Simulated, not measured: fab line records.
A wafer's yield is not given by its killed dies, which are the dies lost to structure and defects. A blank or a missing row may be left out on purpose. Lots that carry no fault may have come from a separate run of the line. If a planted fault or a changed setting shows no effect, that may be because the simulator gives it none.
Which of the tools did it?	flow n5 finfet	9 lots with 27 wafers sampled at 6 steps, on a route of 1938 steps

## WHAT THE GAUGES SHOWED, per wafer
N5_ILD0_THK_MEAS_08. Usual: 139.2 nm for thk nm, sd 1.2.
lot	measured	on	thk nm (nm)	flag
L912	day 4 00:53	film metro-02	139.0 138.0 139.6	
L914	day 4 06:05	film metro-01	139.2 140.4 140.3	
L915	day 4 13:44	film metro-01	138.8 140.0 137.4	
L916	day 4 21:38	film metro-02	137.6 139.8 139.4	
L920	day 5 21:37	film metro-02	138.3 136.2 137.0	
L922	day 6 09:22	film metro-02	138.9 134.5 133.9	
L923	day 6 14:07	film metro-01	139.1 141.0 141.5	
L931	day 8 18:32	film metro-01	138.8 139.2 141.0	
L933	day 9 01:48	film metro-01	139.0 138.5 138.6	

N5_SDB_CD_MEAS_11 targets a cd of 50 nm. Usual: 50.5 nm for cd nm, sd 1.
lot	measured	on	cd nm (nm)	flag
L912	day 4 04:38	cd sem-02	51.4 51.0 51.1	
L914	day 4 09:48	cd sem-01	51.7 50.7 50.0	
L915	day 4 17:52	cd sem-03	50.6 50.3 50.3	
L916	day 5 01:14	cd sem-01	50.0 50.1 50.2	
L920	day 6 01:20	cd sem-02	51.5 51.5 51.1	
L922	day 6 13:10	cd sem-03	50.3 50.6 50.5	
L923	day 6 17:43	cd sem-02	52.4 48.9 50.4	
L931	day 8 22:33	cd sem-02	50.0 48.0 49.1	
L933	day 9 05:25	cd sem-02	50.4 51.9 51.4	

N5_BEOL_M4_RC_MEAS_101. Usual: DIBL_N 36.8 mV/V, standard deviation 1.5; DIBL_P 37.1 mV/V, standard deviation 2.1; IOFF_N 0.168 nA/um, standard deviation 0.03; IOFF_P 0.22 nA/um, standard deviation 0.034; ION_N 679 uA/um, standard deviation 12; ION_P 466 uA/um, standard deviation 8; SS_N 71.7 mV/dec, standard deviation 0.58; SS_P 73.5 mV/dec, standard deviation 0.67; VT_N 248.8 mV, standard deviation 2.7; VT_P -250 mV, standard deviation 3.3.
lot	measured	on	DIBL_N (mV/V)	DIBL_P (mV/V)	IOFF_N (nA/um)	IOFF_P (nA/um)	ION_N (uA/um)	ION_P (uA/um)	SS_N (mV/dec)	SS_P (mV/dec)	VT_N (mV)	VT_P (mV)	flag
L912	day 8 02:38	prober-01	37.6 37.3 38.0	39.4 37.8 39.2	0.203 0.181 0.197	0.29 0.25 0.28	694 679 679	475 466 470	71.2 71.3 71.7	74.3 73.5 74.9	245.8 249.1 247.4	-247 -248 -246	
L914	day 8 13:56	prober-02	36.8 37.9 37.9	36.8 38.8 37.6	0.162 0.184 0.190	0.26 0.29 0.26	690 689 704	482 479 486	71.3 71.8 71.9	73.5 74.2 73.5	248.8 249.6 246.3	-246 -242 -246	
L915	day 8 11:34	prober-02	36.4 38.7 36.0	37.5 40.5 37.8	0.165 0.200 0.152	0.22 0.27 0.23	677 687 679	468 468 468	71.8 72.6 71.0	72.7 74.0 72.7	247.4 246.2 251.6	-253 -247 -246	
L916	day 8 17:46	prober-01	37.7 39.2 34.7	38.3 37.7 33.1	0.187 0.213 0.126	0.26 0.24 0.17	678 680 667	467 460 458	72.6 72.9 71.5	74.2 73.9 73.1	247.7 248.0 252.7	-246 -247 -252	
L920	day 9 17:22	prober-01	38.6 35.1 37.7	40.4 36.2 38.2	0.222 0.148 0.178	0.23 0.16 0.20	688 680 673	457 458 457	71.9 70.8 72.5	74.1 72.7 73.5	245.8 249.5 249.2	-253 -257 -254	
L922	day 10 21:23	prober-01	35.2 34.9 33.5	34.7 33.7 31.6	0.149 0.131 0.115	0.19 0.18 0.15	680 663 658	466 459 449	71.2 71.7 71.1	73.7 73.0 72.5	248.8 252.6 254.1	-253 -254 -255	
L923	day 11 00:38	prober-02	37.1 36.8 37.4	39.3 40.2 40.5	0.176 0.175 0.181	0.24 0.27 0.27	677 670 674	463 463 466	72.4 72.5 72.5	73.6 74.6 74.3	250.6 249.6 247.8	-246 -246 -246	
L931	day 13 06:37	prober-02	38.9 36.8 38.6	37.8 35.5 36.7	0.177 0.135 0.174	0.19 0.17 0.18	678 675 683	460 459 462	72.3 70.8 72.4	73.9 73.3 73.7	247.2 254.0 249.3	-256 -256 -257	
L933	day 13 08:35	prober-02	33.4 34.7 36.5	33.0 34.8 36.2	0.126 0.147 0.164	0.19 0.22 0.26	679 681 678	469 472 474	71.3 71.5 72.4	72.9 73.4 73.0	252.8 252.4 248.7	-251 -247 -246	

## WHICH TOOL RAN EACH LOT (tool, then ch and the chambers of the sampled wafers, then the start)
lot	N5_SD_EPI_P_ETCH_37	N5_ILD0_CMP_07	N5_ILD0_CMP_12
L912	rie diel-04 ch 0,1,3, day 3 17:23	cmp-02 ch 0,2,3, day 4 00:38	cmp-04 ch 0,2,3, day 4 03:49
L914	rie diel-04 ch 0,1,3, day 3 22:40	cmp-03 ch 1,2,3, day 4 05:47	cmp-03 ch 0,1,3, day 4 09:00
L915	rie diel-05 ch 0,1,3, day 4 05:53	cmp-02 ch 0,1,3, day 4 13:26	cmp-03 ch 0,1, day 4 17:05
L916	rie diel-03 ch 0,1,2, day 4 14:10	cmp-04 ch 0,1,2, day 4 21:23	cmp-04 ch 0,1,2, day 5 00:35
L920	rie diel-05 ch 0,1, day 5 14:11	cmp-04 ch 0,2, day 5 21:19	cmp-04 ch 1,2,3, day 6 00:37
L922	rie diel-05 ch 2,3, day 6 01:01	cmp-04 ch 0,2,3, day 6 09:06	cmp-03 ch 1,2,3, day 6 12:21
L923	rie diel-03 ch 0,1,3, day 6 05:55	cmp-02 ch 1,2,3, day 6 13:52	cmp-03 ch 0,2,3, day 6 17:02
L931	rie diel-03 ch 0,1,2, day 8 10:14	cmp-02 ch 1,2,3, day 8 18:14	cmp-02 ch 0,1,2, day 8 21:49
L933	rie diel-05 ch 1,2, day 8 18:06	cmp-03 ch 1,2, day 9 01:31	cmp-03 ch 0,1, day 9 04:43
- N5_SD_EPI_P_ETCH_37: etches SOC in N2/H2, overetch 108 nm, time 486 s.
- N5_ILD0_CMP_07: polishes SiO2 flowable, stops on poly-Si, t overpolish 1.18 s, target thk 138.88 nm.
- N5_ILD0_CMP_12: polishes SiNx, stops on poly-Si, t overpolish 6 s, target thk 17.67 nm.

## WHAT THE TOOLS THEMSELVES READ (means of the sampled wafers that have a number; where no wafer has one, the mark that the record gives instead)
N5_SD_EPI_P_ETCH_37. Usual: drypump motor current A 5.84 A, standard deviation 0.23; oes product au 0.68 a.u., standard deviation 0.056; rf vpp V 240.2 V, standard deviation 1.4; showerhead plenum p Torr 2.51 Torr, standard deviation 0.091; temp c 39.98 C, standard deviation 0.11; throttle valve pct 23.96 %, standard deviation 0.21.
lot	tool	drypump motor current A (A)	oes product au (a.u.)	rf vpp V (V)	showerhead plenum p Torr (Torr)	temp c (C)	throttle valve pct (%)	flag
L912	rie diel-04	5.93	0.72	239.9	2.49	39.92	23.91	
L914	rie diel-04	5.93	0.72	239.5	2.49	40.03	23.91	
L915	rie diel-05	5.83	0.65	240.0	2.49	39.88	23.94	
L916	rie diel-03	5.87	0.69	241.5	2.54	39.98	24.06	
L920	rie diel-05	5.73	0.63	240.3	2.51	39.98	24.07	
L922	rie diel-05	5.95	0.72	240.4	2.52	39.92	23.78	
L923	rie diel-03	5.89	0.65	239.6	2.46	39.96	24.08	
L931	rie diel-03	5.87	0.67	240.8	2.53	40.02	24.09	
L933	rie diel-05	5.73	0.67	241.6	2.57	39.94	24.07	

N5_ILD0_CMP_07. Usual: edge zone pressure frac 1.000, standard deviation 0.0054; motor current A 12.8 A, standard deviation 1.3; pad life wafers 1162, standard deviation 600.
lot	tool	edge zone pressure frac	motor current A (A)	pad life wafers	flag
L912	cmp-02	0.993	13.4	1658	
L914	cmp-03	1.002	13.4	686	
L915	cmp-02	1.001	13.2	1777	
L916	cmp-04	0.998	11.9	1220	
L920	cmp-04	1.001	12.4	1411	
L922	cmp-04	1.002	11.7	1526	
L923	cmp-02	1.003	13.2	74	
L931	cmp-02	0.994	14.0	493	
L933	cmp-03	1.003	13.4	1574	

N5_ILD0_CMP_12. Usual: edge zone pressure frac 1.000, standard deviation 0.0051; motor current A 9.3 A, standard deviation 0.83; overpolish run s 6.000 s, standard deviation 0.0091; pad life wafers 1256, standard deviation 480; time to endpoint s 29.6 s, standard deviation 2.7.
lot	tool	edge zone pressure frac	motor current A (A)	overpolish run s (s)	pad life wafers	time to endpoint s (s)	flag
L912	cmp-04	1.003	8.9	5.996	1117	26.4	
L914	cmp-03	1.001	9.6	5.999	716	28.7	
L915	cmp-03	1.001	9.8	5.997	794	32.4	
L916	cmp-04	1.001	8.7	5.992	1250	30.9	
L920	cmp-04	1.004	8.8	5.998	1442	29.6	
L922	cmp-03	0.999	9.8	5.998	1105	29.4	
L923	cmp-03	1.000	9.4	6.000	1147	27.8	
L931	cmp-02	1.004	10.1	6.000	524	31.4	
L933	cmp-03	1.000	9.3	5.986	1616	27.8	

## THE ANSWER, worked out from the rows above alone
Rule: take the mean of a lot's wafers that have a number; if it is more than 3 standard deviations from the usual mean, the lot is off. Also off: a lot with no number at a reading for which 4 or more lots have one. Any other lot the step has rows for is counted as sound. The gauges are gone through in route order, then the tools' own readings, and for those a lot's mean is taken as printed above. At the first step where some lot is off, the reading lying furthest off is the one used; lots without a number count as furthest.
No lot is off on any of the readings shown, so nothing can be concluded from this.

## WHAT THE SIMULATOR HAD PUT IN
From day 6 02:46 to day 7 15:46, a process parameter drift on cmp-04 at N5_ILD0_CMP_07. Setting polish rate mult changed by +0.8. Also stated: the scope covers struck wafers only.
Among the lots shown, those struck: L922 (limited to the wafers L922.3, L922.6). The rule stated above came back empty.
